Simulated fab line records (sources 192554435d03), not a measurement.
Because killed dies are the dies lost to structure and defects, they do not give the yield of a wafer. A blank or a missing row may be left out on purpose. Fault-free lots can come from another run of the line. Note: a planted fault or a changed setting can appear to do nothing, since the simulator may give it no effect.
Chamber matching    flow n5 finfet    ald metal-02 running N5_BEOL_M10_ALD_74: 4 sister chambers
The step deposits TaN, target thk 2 nm, pulse time 2 s, purge time 3 s. 4 wafers are shown with their chamber, then 7 later ones without.

## WAFERS, EACH WITH ITS CHAMBER
wafer   chamber  heater power w (W)
L080.1  3        420
L080.2  1        379
L090.1  0        407
L090.4  2        391

## WAFERS WHOSE CHAMBER IS MISSING
wafer   heater power w (W)
L090.6  408
L092.3  401
L092.5  407
L092.6  400
L097.1  358
L097.4  393
L097.6  399

## CHAMBER TAKEN BY EACH
wafer   from the rows above                in truth
L090.6  can't be placed: 0 or 3 or 2       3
L092.3  can't be placed: 0 or 2 or 3 or 1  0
L092.5  can't be placed: 0 or 3 or 2       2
L092.6  can't be placed: 0 or 2 or 3 or 1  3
L097.1  can't be placed: 1 or 2            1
L097.4  can't be placed: 2 or 0 or 1       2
L097.6  can't be placed: 0 or 2 or 1 or 3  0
0 of 7 placed correctly. From these rows, 7 cannot be placed; in 7 the true chamber is one of the candidates. Number placed wrongly: 0.
How it was worked out, from the rows above alone: a wafer's distance from a chamber is the root of the sum, over the readings, of the square of ((its reading less the chamber's mean) divided by the reading's scatter). If the next closest chamber is less than 2 further off than the closest, the wafer can't be placed; otherwise it belongs to the closest. A chamber's mean is the mean of its shown wafers. The scatter: with one shown wafer a chamber, the root of the mean of the squares of how far each hidden wafer lies from its nearest shown one.
